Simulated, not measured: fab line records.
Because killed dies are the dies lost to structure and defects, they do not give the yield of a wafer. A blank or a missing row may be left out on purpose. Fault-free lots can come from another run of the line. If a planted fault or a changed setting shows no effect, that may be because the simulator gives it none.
Chamber matching / flow n5_finfet / N5_BEOL_M1_CO_CAP_55 on cvd_co-01 has 3 sister chambers
The step material Co, precursor CCTBA/H2, target thk 2 nm, time 102.1 s. 14 wafers are shown with their chamber, then 7 later ones without.

WAFERS WITH THEIR CHAMBER
wafer=L081.4; chamber=0; heater_power_w (W)=222
wafer=L081.5; chamber=2; heater_power_w (W)=229
wafer=L081.6; chamber=1; heater_power_w (W)=191
wafer=L082.2; chamber=0; heater_power_w (W)=219
wafer=L082.3; chamber=2; heater_power_w (W)=233
wafer=L082.6; chamber=0; heater_power_w (W)=223
wafer=L084.1; chamber=0; heater_power_w (W)=223
wafer=L084.3; chamber=1; heater_power_w (W)=193
wafer=L084.5; chamber=1; heater_power_w (W)=194
wafer=L085.4; chamber=1; heater_power_w (W)=191
wafer=L085.5; chamber=0; heater_power_w (W)=217
wafer=L085.6; chamber=2; heater_power_w (W)=230
wafer=L093.1; chamber=2; heater_power_w (W)=226
wafer=L093.2; chamber=1; heater_power_w (W)=191

SIGNATURES (averages over the wafers above)
reading=heater_power_w; chamber 0=220.80; chamber 1=192.00; chamber 2=229.50; scatter within a chamber=2.37
Rule: for each reading, subtract the chamber's mean from the wafer's reading, divide by that reading's scatter and square the result; add these up over the readings and take the root, which gives the wafer's distance from the chamber. The wafer belongs to the nearest chamber; if the next one is less than 2 further off, it can't be placed. How the scatter is found: for the shown wafers, subtract from each reading the mean of its chamber, square and add these, divide the total by (wafers less chambers), then take the root.

WAFERS WHOSE CHAMBER IS MISSING
wafer=L093.4; heater_power_w (W)=230
wafer=L097.2; heater_power_w (W)=217
wafer=L097.3; heater_power_w (W)=232
wafer=L097.5; heater_power_w (W)=228
wafer=L096.1; heater_power_w (W)=229
wafer=L096.2; heater_power_w (W)=223
wafer=L096.4; heater_power_w (W)=233

EACH ONE'S CHAMBER
wafer=L093.4; from the rows above=2; in truth=2
wafer=L097.2; from the rows above=0; in truth=0
wafer=L097.3; from the rows above=2; in truth=2
wafer=L097.5; from the rows above=2; in truth=2
wafer=L096.1; from the rows above=2; in truth=2
wafer=L096.2; from the rows above=can't be placed: 0 or 2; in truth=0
wafer=L096.4; from the rows above=2; in truth=2
6 of 7 placed correctly. Cannot be placed on the basis of these rows: 1; the candidates contain the true chamber in 1. Wrongly placed: 0.
